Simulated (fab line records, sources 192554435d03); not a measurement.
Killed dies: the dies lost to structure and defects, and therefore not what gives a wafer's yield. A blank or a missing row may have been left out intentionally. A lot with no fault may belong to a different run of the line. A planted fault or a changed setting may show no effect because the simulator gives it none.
The tool behind it: which one? | flow n5_finfet | 13 lots, 37 wafers sampled, at 4 steps of a route of 1938

## WHAT THE GAUGES READ, wafer by wafer
N5_BEOL_M8_CD_MEAS_11: the cd target is 38.5 nm.
lot  | measured     | on        | cd_nm (nm)
L240 | day 9 19:52  | cd_sem-02 | 37.9 37.6 36.7
L242 | day 10 06:16 | cd_sem-02 | 36.9 38.3 38.3
L244 | day 10 10:08 | cd_sem-02 | 37.6 38.1 38.3
L243 | day 10 19:31 | cd_sem-02 | 39.1 39.5
L245 | day 11 16:40 | cd_sem-03 | 38.7 37.3
L250 | day 12 15:56 | cd_sem-02 | 38.1 38.5 39.3
L248 | day 12 16:05 | cd_sem-02 | 37.4 38.8 38.1
L254 | day 12 19:42 | cd_sem-03 | 38.5 37.4 38.8
L255 | day 13 04:17 | cd_sem-02 | 37.2 38.3 37.9
L257 | day 13 17:59 | cd_sem-02 | 38.3 38.2 38.2
L262 | day 15 14:30 | cd_sem-03 | 36.9 38.2 37.9
L260 | day 15 14:40 | cd_sem-03 | 38.9 37.6 38.0
L261 | day 16 10:13 | cd_sem-02 | 39.0 38.5 38.9

N5_BEOL_M8_OVL_MEAS_12.
lot  | measured     | on         | M8_OVL (nm)
L240 | day 9 19:54  | overlay-01 | -0.3 -0.8 -1.4
L242 | day 10 06:17 | overlay-01 | -1.2 -0.4 0.6
L244 | day 10 10:10 | overlay-01 | 0.1 -0.4 0.2
L243 | day 10 19:32 | overlay-01 | 0.3 -1.2
L245 | day 11 16:42 | overlay-02 | -0.1 0.2
L250 | day 12 15:58 | overlay-01 | 0.5 0.9 0.8
L248 | day 12 16:07 | overlay-02 | 0.7 -1.3 -0.7
L254 | day 12 19:44 | overlay-02 | 0.2 0.3 0.7
L255 | day 13 04:19 | overlay-01 | 0.8 -0.1 1.0
L257 | day 13 18:01 | overlay-01 | -0.4 -1.6 -0.8
L262 | day 15 14:32 | overlay-01 | 1.4 0.4 0.1
L260 | day 15 14:42 | overlay-01 | -0.4 -1.8 -1.2
L261 | day 16 10:15 | overlay-02 | -0.5 -1.1 -1.1

N5_BEOL_M8_OVL_MEAS_29.
lot  | measured     | on         | V7_OVL (nm)
L240 | day 9 21:00  | overlay-01 | -1.6 -1.3 -1.1
L242 | day 10 08:47 | overlay-01 | 0.6 -0.2 1.7
L244 | day 10 12:29 | overlay-02 | 1.6 1.2 0.8
L243 | day 10 21:10 | overlay-01 | -0.8 0.0
L245 | day 11 18:17 | overlay-02 | -0.5 0.1
L250 | day 12 17:06 | overlay-02 | 0.3 -0.4 -1.1
L248 | day 12 17:33 | overlay-01 | 0.2 0.5 -0.4
L254 | day 12 20:35 | overlay-02 | -0.6 0.4 -1.0
L255 | day 13 05:17 | overlay-02 | -0.6 0.1 1.2
L257 | day 13 19:56 | overlay-01 | 0.1 0.1 -0.2
L262 | day 15 17:56 | overlay-02 | -0.6 -1.1 -2.0
L260 | day 15 17:53 | overlay-01 | -0.5 -0.5 0.3
L261 | day 16 12:38 | overlay-01 | 0.4 0.0 0.3

## TOOL THAT RAN EACH LOT (tool first, then ch and the chambers of the sampled wafers, then the start)
lot  | N5_BEOL_M8_COAT_71
L240 | litho_track-01 ch 0, day 9 20:34
L242 | litho_track-03 ch 0, day 10 08:29
L244 | litho_track-01 ch 0, day 10 11:59
L243 | litho_track-01 ch 0, day 10 20:51
L245 | litho_track-03 ch 0, day 11 17:59
L250 | litho_track-01 ch 0, day 12 16:41
L248 | litho_track-01 ch 0, day 12 17:08
L254 | litho_track-01 ch 0, day 12 20:18
L255 | litho_track-05 ch 0, day 13 04:58
L257 | litho_track-03 ch 0, day 13 19:31
L262 | litho_track-05 ch 0, day 15 17:28
L260 | litho_track-03 ch 0, day 15 17:28
L261 | litho_track-01 ch 0, day 16 12:11
- N5_BEOL_M8_COAT_71: time 60 s, resist thk 5 nm.

## WHAT THE TOOLS THEMSELVES READ (means of the sampled wafers that have a number; where no wafer has one, the mark that the record gives instead)
N5_BEOL_M8_COAT_71.
lot  | tool           | spin_speed_rpm (rpm)
L240 | litho_track-01 | 1499.6
L242 | litho_track-03 | 1498.7
L244 | litho_track-01 | 1499.8
L243 | litho_track-01 | 1499.7
L245 | litho_track-03 | 1500.4
L250 | litho_track-01 | 1578.4
L248 | litho_track-01 | 1577.3
L254 | litho_track-01 | 1577.1
L255 | litho_track-05 | 1499.8
L257 | litho_track-03 | 1500.0
L262 | litho_track-05 | 1500.2
L260 | litho_track-03 | 1500.7
L261 | litho_track-01 | 1499.3

## THE ANSWER, worked out from the rows above alone
Rule: the lots themselves supply what counts as usual. Put in order of their means at a reading, lots are off if they are a third of the lots or fewer, leave a main group of 4 or more, and stand apart from it by a gap of 3 or more times the standard deviation of the main group's means; of several such gaps the widest counts. The tables above print the reading to a certain number of digits; a main group whose means all agree to those digits is not used. Also off: a lot with no number at a reading for which 4 or more lots have one. Any other lot the step has rows for is counted as sound. Order of review: gauges by route order, followed by the tools' own readings, for which a lot's mean as printed above is used. The first step at which some lot is off is used, and at that step the reading that is off furthest; a lot without a number counts as furthest.
Off: L250, L248, L254 (N5_BEOL_M8_COAT_71, spin_speed_rpm). The main group: mean 1499.8 rpm, standard deviation 0.54.
A tool fits if, at that step or a process step before it, it ran every lot that is off, and no sound lot after the first of them. No candidate that was tried fits.

## WHAT WAS PUT IN BY THE SIMULATOR
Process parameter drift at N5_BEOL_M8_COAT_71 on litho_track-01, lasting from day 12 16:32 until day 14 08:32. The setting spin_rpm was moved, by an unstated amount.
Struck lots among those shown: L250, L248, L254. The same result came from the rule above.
